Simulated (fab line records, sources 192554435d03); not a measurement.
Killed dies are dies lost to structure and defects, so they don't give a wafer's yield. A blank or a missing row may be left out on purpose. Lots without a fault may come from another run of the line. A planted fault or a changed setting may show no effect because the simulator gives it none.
fab line records | flow n5_finfet | part 2 of 2: steps 5 to 6 of 6
record lots=23 wafers=69 last_day=17
route steps=1938 shown BEOL_M3@931
lots that met no fault: from a run of the same line without faults
start_h: hours from the record's first day to the start of the lot's first wafer shown | wait_h: hours since the lot's step before | " the same as in the row above | L1.1+2: a row that stands for several wafers | - no value, or no start given | * or withheld: withheld | < > ~ a bound
route shown NAME@n: a module of which the file shows steps, and the number in the route of the first | usual: mean/standard deviation of fault-free wafers | same: alike in all rows | chamber/n: place in a boat | sites: the reading at each site | _std_site: their standard deviation | _edge_site: outer sites' mean less inner sites' | radius_mm: how far each site lies from the wafer's centre | mask NAME#n: copy n | behind: the tool/chamber that last shaped the wafer | hold: why the lot was held/for how many hours/how that ended | device: the transistor (n, p or np) that didn't switch | end of line: the same wafers' tests at the end of the route | a step without rows: its recipe alone | killed: dies lost to structure and defects at the first sort, not the wafer's yield | map: a wafer's dies, x killed, . not, _ none there
set.NAME: the setting as run; set.NAME@STEP: as run at that earlier step | model.NAME: the simulator's own value behind a step, which no gauge read
steps of the route over a sample of lots; a table a step, a row a wafer
services: from which hour (start_h, from the record's first day; less than 0 if before it) a tool's chamber was out of use, for how many hours, and why
## steps
# step N5_BEOL_M3_STRIP_97
# recipe chemistry=N2/H2 time_s=10 power_w=450 temp_c=40 pressure_mtorr=20 rf_frequency_hz=6e+07 bias_power_w=7 n2_flow_sccm=200 h2_flow_sccm=200
# usual drypump_motor_current_A=5.9/0.37 oes_product_au=0.79/0.073 rf_vpp_V=59.0/0.9 showerhead_plenum_p_Torr=2.50/0.11 throttle_valve_pct=23.6/0.33
# columns lot.wafer tool chamber start_h wait_h drypump_motor_current_A oes_product_au rf_hours_counter_h rf_vpp_V showerhead_plenum_p_Torr throttle_valve_pct
L074.2 rie_diel-02 1 - - 6.0 0.70 190 58.6 2.38 23.5
L074.5 " 1 " " 6.0 0.69 - 57.4 2.38 23.5
L074.6 " 2 " " 5.7 0.86 - 58.4 2.70 23.9
L076.1 rie_diel-02 1 - - 6.0 0.69 193 59.7 2.38 23.5
L076.4 " 3 " " 6.2 0.84 70 58.7 2.45 23.4
L076.6 " 2 " " 5.7 0.85 - 61.0 2.70 23.9
L075.2 rie_diel-05 0 - - 5.5 0.88 57 59.6 2.46 23.1
L075.5 " 1 " " 5.5 0.72 - 59.6 2.41 24.3
L075.6 " 2 " " 6.0 0.75 - 58.1 2.35 23.4
L077.1 rie_diel-06 0 - - 6.3 0.89 45 60.2 2.58 23.6
L077.4 " 3 " " 6.4 0.93 9 59.0 2.50 23.3
L077.5 " 3 " " 6.4 0.93 - 59.6 2.50 23.3
L078.1 rie_diel-06 3 - - 6.5 0.94 10 58.4 2.50 23.3
L078.2 " 0 " " 6.3 0.89 46 60.4 2.58 23.6
L078.3 " 1 " " 5.8 0.72 215 58.4 2.40 23.9
L079.2 rie_diel-05 1 - - 5.5 0.72 209 58.9 2.41 24.3
L079.4 " 0 " " 5.5 0.87 62 57.2 2.46 23.1
L079.6 " 3 " " 6.0 0.78 - 59.8 2.65 24.0
L082.1 rie_diel-06 2 - - 5.6 0.77 156 58.6 2.66 23.8
L082.4 " 1 " " 5.8 0.72 221 58.7 2.40 23.9
L082.5 " 1 " " 5.7 0.71 - 58.1 2.40 23.9
L081.1 rie_diel-02 1 - - 6.0 0.68 206 58.9 2.38 23.5
L081.4 " 0 " " 5.3 0.74 162 58.4 2.51 23.4
L081.5 " 0 " " 5.3 0.73 - 60.9 2.51 23.4
L084.1 rie_diel-05 0 - - 5.5 0.86 67 58.4 2.46 23.1
L084.2 " 2 " " 6.0 0.75 144 59.2 2.34 23.4
L084.5 " 1 " " 5.5 0.71 - 56.8 2.40 24.3
L083.1 rie_diel-06 1 - - 5.8 0.71 224 58.4 2.40 23.9
L083.4 " 0 " " 6.3 0.87 56 60.2 2.57 23.6
L083.5 " 2 " " 5.6 0.76 - 58.8 2.66 23.8
L085.3 rie_diel-06 2 - - 5.6 0.76 163 59.9 2.66 23.8
L085.4 " 0 " " 6.3 0.87 60 58.4 2.57 23.6
L085.5 " 1 " " 5.8 0.71 - 59.4 2.40 23.9
L087.1 rie_diel-05 1 - - 5.5 0.71 222 58.7 2.40 24.3
L087.4 " 0 " " 5.5 0.85 75 59.7 2.46 23.1
L087.6 " 1 " " 5.5 0.70 - 59.7 2.40 24.3
L086.3 rie_diel-06 2 - - 5.6 0.75 166 59.7 2.66 23.8
L086.4 " 1 " " 5.7 0.70 233 59.0 2.40 23.9
L086.6 " 3 " " 6.5 0.90 - 59.1 2.49 23.3
L088.1 rie_diel-05 0 - - 5.5 0.84 77 57.1 2.46 23.1
L088.4 " 1 " " 5.5 0.70 223 58.2 2.40 24.3
L088.5 " 0 " " 5.5 0.85 - 57.8 2.46 23.1
L089.2 rie_diel-02 0 - - 5.2 0.73 174 59.2 2.51 23.4
L089.4 " 3 " " 6.2 0.81 - 59.7 2.44 23.5
L089.6 " 0 " " 5.3 0.73 - 58.8 2.51 23.4
L090.2 rie_diel-06 3 - - 6.4 0.89 30 59.7 2.49 23.3
L090.3 " 0 " " 6.3 0.85 66 57.6 2.57 23.6
L090.6 " 2 " " 5.6 0.75 - 59.0 2.65 23.8
L091.1 rie_diel-05 0 - - 5.5 0.86 79 58.2 2.45 23.1
L091.3 " 1 " " 5.5 0.71 226 59.5 2.40 24.4
L091.6 " 3 " " 6.0 0.76 - 59.5 2.64 24.0
L092.2 rie_diel-06 0 - - 6.3 0.84 69 59.3 2.57 23.6
L092.4 " 1 " " 5.8 0.71 238 58.9 2.39 24.0
L092.5 " 1 " " 5.8 0.71 - 57.5 2.39 24.0
L093.2 rie_diel-06 2 - - 5.6 0.74 177 59.9 2.65 23.9
L093.3 " 0 " " 6.3 0.84 78 60.0 2.56 23.6
L093.5 " 3 " " 6.4 0.87 - 57.6 2.48 23.3
L094.1 rie_diel-02 1 - - 6.0 0.67 226 58.8 2.37 23.5
L094.4 " 1 " " 6.0 0.66 - 59.2 2.37 23.5
L094.5 " 1 " " 6.0 0.67 - 58.1 2.37 23.5
L095.1 rie_diel-06 3 - - 6.5 0.85 43 58.6 2.48 23.3
L095.3 " 0 " " 6.3 0.83 79 60.5 2.56 23.6
L095.6 " 3 " " 6.5 0.87 - 59.4 2.48 23.3
L096.2 rie_diel-02 3 - - 6.2 0.81 106 58.8 2.43 23.5
L096.3 " 0 " " 5.3 0.74 182 60.0 2.50 23.4
L096.5 " 3 " " 6.2 0.81 - 57.3 2.43 23.5
L097.1 rie_diel-06 0 - - 6.3 0.83 87 59.6 2.56 23.6
L097.2 " 3 " " 6.5 0.84 51 60.8 2.48 23.3
L097.3 " 2 " " 5.6 0.73 187 59.5 2.65 23.8
# step N5_BEOL_M3_ANNEAL_89
# recipe temp_c=400 time_s=240 ambient=vacuum
# usual heater_power_w=842/99
# columns lot.wafer tool chamber start_h wait_h heater_power_w
L074.2 pvd_sputter-03 - 158.47 0.0 837
L074.5 " - " " 1005
L074.6 " - " " 828
L076.1 pvd_sputter-03 - 168.04 0.0 1007
L076.4 " - " " 996
L076.6 " - " " 848
L075.2 pvd_sputter-02 - 176.62 0.0 841
L075.5 " - " " 723
L075.6 " - " " 807
L077.1 pvd_sputter-01 - 179.59 0.0 731
L077.4 " - " " 917
L077.5 " - " " 723
L078.1 pvd_sputter-02 - 182.25 0.0 843
L078.2 " - " " 816
L078.3 " - " " 793
L079.2 pvd_sputter-02 - 197.32 0.0 800
L079.4 " - " " 866
L079.6 " - " " 846
L082.1 pvd_sputter-01 - 202.14 0.0 939
L082.4 " - " " 749
L082.5 " - " " 717
L081.1 pvd_sputter-03 - 210.60 0.0 1018
L081.4 " - " " 812
L081.5 " - " " 833
L084.1 pvd_sputter-01 - 213.43 0.0 711
L084.2 " - " " 917
L084.5 " - " " 713
L083.1 pvd_sputter-03 - 213.67 0.0 825
L083.4 " - " " 1045
L083.5 " - " " 938
L085.3 pvd_sputter-01 - 229.21 0.0 736
L085.4 " - " " 704
L085.5 " - " " 752
L087.1 pvd_sputter-03 - 241.38 0.0 830
L087.4 " - " " 843
L087.6 " - " " 1005
L086.3 pvd_sputter-01 - 242.83 0.0 939
L086.4 " - " " 708
L086.6 " - " " 906
L088.1 pvd_sputter-01 - 246.92 0.0 681
L088.4 " - " " 742
L088.5 " - " " 944
L089.2 pvd_sputter-02 - 249.39 0.0 832
L089.4 " - " " 790
L089.6 " - " " 802
L090.2 pvd_sputter-03 - 249.53 0.0 916
L090.3 " - " " 1005
L090.6 " - " " 845
L091.1 pvd_sputter-03 - 258.11 0.0 852
L091.3 " - " " 1018
L091.6 " - " " 945
L092.2 pvd_sputter-01 - 261.27 0.0 728
L092.4 " - " " 704
L092.5 " - " " 690
L093.2 pvd_sputter-02 - 279.48 0.0 731
L093.3 " - " " 868
L093.5 " - " " 852
L095.1 pvd_sputter-03 - 284.14 0.0 840
L095.3 " - " " 1025
L095.6 " - " " 938
L094.1 pvd_sputter-03 - 285.98 0.0 991
L094.4 " - " " 844
L094.5 " - " " 815
L096.2 pvd_sputter-03 - 289.19 0.0 926
L096.3 " - " " 1011
L096.5 " - " " 829
L097.1 pvd_sputter-03 - 303.87 0.0 813
L097.2 " - " " 1034
L097.3 " - " " 932
## services
# columns tool chamber start_h hours kind
rie_diel-06 3 122.23 - clean
rie_diel-06 3 122.23 - consumable_replace:focus_ring
rie_diel-06 3 122.23 20.7 scheduled_down
rie_diel-06 3 122.23 20.7 vent_cycle
pecvd-02 - 128.98 3.9 repair
rie_diel-05 1 130.42 3.7 repair
rie_metal-02 - 141.79 1.4 pm
pvd_sputter-01 - 163.99 2.8 repair
pecvd-03 - 168.28 1.8 repair
rie_diel-02 3 192.97 4.2 repair
pecvd-04 - 205.06 9.1 repair
rie_metal-02 - 212.04 0.4 repair
pecvd-02 1 221.97 20.4 repair
rie_diel-02 2 230.43 75.0 repair
rie_diel-02 - 257.21 15.6 pm
rie_diel-05 0 261.54 19.9 repair
pecvd-03 0 262.05 7.4 repair
rie_diel-06 2 264.89 6.7 repair
pecvd-03 2 266.43 2.0 repair
rie_diel-02 0 278.05 4.4 repair
rie_metal-02 - 286.09 2.8 pm
rie_diel-05 - 298.29 4.3 pm
rie_metal-03 1 301.29 4.4 repair
pecvd-04 - 303.32 1.0 repair
